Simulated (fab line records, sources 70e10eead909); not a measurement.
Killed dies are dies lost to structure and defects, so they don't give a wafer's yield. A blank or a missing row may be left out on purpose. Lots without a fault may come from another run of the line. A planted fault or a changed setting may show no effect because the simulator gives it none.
A struck lot beside a sound one | flow nand_harc | 13 steps out of a route of 1302
Sound: wafers L662.2, L662.3, L662.5. Struck: wafers L674.1, L674.5. (L674.2 of the same lot was not struck and is left out.) The cause comes at the end.
At each step with rows: each side's tool, then ch and its chambers, then its first start. Under that, the readings that differ: sound wafers | struck wafers | difference of the means | sigmas: that difference in standard deviations of wafers without a fault.
alike: readings whose means differ by less than 2 such deviations, and words and numbers that are the same on both sides. not compared: withheld readings, readings that some wafer has no value for, bounds like >300 that may hide the same value, and numbers for which the record gives no deviation and whose values overlap.
The two part at a step that has a row with sigmas, a row that says differs or no value, or rows on one side only. Numbers that don't overlap but have no deviation are shown without sigmas and don't part them. A reading that every wafer of one side lacks parts them only if that side has two wafers or more.

first, 1 step without rows for these wafers: NHARC_A_ONON_D1_DEP_00 (target thk 1000 nm).
NHARC_A_ONON_D1_THK_MEAS_02: measures by ellipsometry.
  sound on film_metro-01, day 9 00:49; struck on film_metro-02, day 13 19:52
  alike: thk_nm
then, 1 step without rows for these wafers: NHARC_A_ONON_D1_DEP_03 (target thk 1000 nm).
NHARC_A_ONON_D1_THK_MEAS_05: measures by ellipsometry.
  sound on film_metro-01, day 9 01:23; struck on film_metro-02, day 13 20:26
  alike: thk_nm
then, 1 step without rows for these wafers: NHARC_A_ONON_D1_DEP_06 (target thk 1000 nm).
NHARC_A_ONON_D1_THK_MEAS_08: measures by ellipsometry.
  sound on film_metro-02, day 9 01:57; struck on film_metro-01, day 13 21:00
  alike: thk_nm
then, 1 step without rows for these wafers: NHARC_A_ONON_D1_DEP_09 (target thk 1000 nm).
NHARC_A_ONON_D1_THK_MEAS_11: measures by ellipsometry.
  sound on film_metro-02, day 9 02:31; struck on film_metro-01, day 13 21:34
  alike: thk_nm
then, 1 step without rows for these wafers: NHARC_A_ONON_D1_DEP_12 (target thk 1000 nm).
NHARC_A_ONON_D1_THK_MEAS_14: measures by ellipsometry.
  sound on film_metro-02, day 9 03:05; struck on film_metro-02, day 13 22:08
  reading     | sound          | struck  | difference | sigmas
  thk_nm (nm) | 1011 1012 1012 | 983 985 | -28        | -3
then, 1 step without rows for these wafers: NHARC_A_ONON_D1_ANNEAL_15 (time 3600 s).
NHARC_A_ONON_D1_DEP_16: target thk 1000 nm.
  sound on pecvd_onon-01 ch 0, day 9 10:15; struck on pecvd_onon-01 ch 0, day 14 05:28
NHARC_A_ONON_D1_THK_MEAS_18: measures by ellipsometry.
  sound on film_metro-02, day 9 10:42; struck on film_metro-02, day 14 06:08
  reading     | sound          | struck  | difference | sigmas
  thk_nm (nm) | 1008 1009 1008 | 655 655 | -353       | -35
  not compared: hold

WHERE THEY PART
First at NHARC_A_ONON_D1_THK_MEAS_14; last, within this record, at NHARC_A_ONON_D1_THK_MEAS_18.

WHY: what the simulator had put in
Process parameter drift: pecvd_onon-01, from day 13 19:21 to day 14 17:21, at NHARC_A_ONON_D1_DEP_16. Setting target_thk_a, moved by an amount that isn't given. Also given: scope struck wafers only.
